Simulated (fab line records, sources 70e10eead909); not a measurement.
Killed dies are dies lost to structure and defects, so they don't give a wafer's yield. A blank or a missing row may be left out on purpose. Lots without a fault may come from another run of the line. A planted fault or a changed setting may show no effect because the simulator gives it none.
Chamber matching | flow nand_harc | NHARC_P_GATE_STRIP_108 on rie_diel-03: 4 sister chambers
The step strips in O2. 16 wafers are shown with their chamber, then 8 later ones without.

WAFERS WITH THEIR CHAMBER
wafer  | chamber | drypump_motor_current_A (A) | showerhead_plenum_p_Torr (Torr) | oes_product_au (a.u.)
L077.1 | 2       | 5.7                         | 3.39                            | 1.011
L077.2 | 0       | 5.0                         | 3.51                            | 1.017
L077.4 | 1       | 6.1                         | 3.50                            | 0.977
L079.1 | 0       | 5.0                         | 3.51                            | 1.026
L079.2 | 1       | 6.1                         | 3.50                            | 0.970
L079.6 | 1       | 6.1                         | 3.50                            | 0.979
L083.2 | 1       | 6.2                         | 3.50                            | 0.986
L083.4 | 3       | 4.8                         | 3.46                            | 0.980
L083.5 | 0       | 5.0                         | 3.51                            | 1.023
L086.1 | 0       | 5.0                         | 3.51                            | 1.025
L086.2 | 3       | 4.8                         | 3.46                            | 0.983
L086.4 | 1       | 6.1                         | 3.50                            | 0.982
L088.1 | 1       | 6.1                         | 3.50                            | 0.978
L088.3 | 3       | 4.8                         | 3.46                            | 0.988
L088.4 | 2       | 5.7                         | 3.38                            | 0.987
L089.3 | 1       | 6.2                         | 3.50                            | 0.976

SIGNATURES (means of the wafers above)
reading                  | chamber 0 | chamber 1 | chamber 2 | chamber 3 | scatter within a chamber
drypump_motor_current_A  | 5.000     | 6.129     | 5.700     | 4.800     | 0.0345
showerhead_plenum_p_Torr | 3.5100    | 3.5000    | 3.3850    | 3.4600    | 0.00204
oes_product_au           | 1.02275   | 0.97829   | 0.99900   | 0.98367   | 0.00658
Rule: a wafer's distance from a chamber is the root of the sum, over the readings, of the square of ((its reading less the chamber's mean) divided by the reading's scatter). The wafer belongs to the nearest chamber; if the next one is less than 2 further off, it can't be placed. The scatter: the root of (the sum of the squares of (reading less its chamber's mean) over the shown wafers, divided by (wafers less chambers)).

WAFERS WITHOUT THEIR CHAMBER
wafer  | drypump_motor_current_A (A) | showerhead_plenum_p_Torr (Torr) | oes_product_au (a.u.)
L089.4 | 5.7                         | 3.38                            | 0.993
L089.5 | 4.8                         | 3.46                            | 0.996
L092.1 | 4.8                         | 3.45                            | 0.979
L092.5 | 5.0                         | 3.51                            | 1.022
L092.6 | 4.8                         | 3.45                            | 0.973
L094.2 | 4.8                         | 3.45                            | 0.986
L094.5 | 5.0                         | 3.51                            | 0.984
L094.6 | 4.8                         | 3.45                            | 0.992

WHICH CHAMBER EACH WENT THROUGH
wafer  | from the rows above | in truth
L089.4 | 2                   | 2
L089.5 | 3                   | 3
L092.1 | 3                   | 3
L092.5 | 0                   | 0
L092.6 | 3                   | 3
L094.2 | 3                   | 3
L094.5 | 0                   | 0
L094.6 | 3                   | 3
Placed correctly: 8 of 8. Can't be placed from these rows: 0. Placed wrongly: 0.
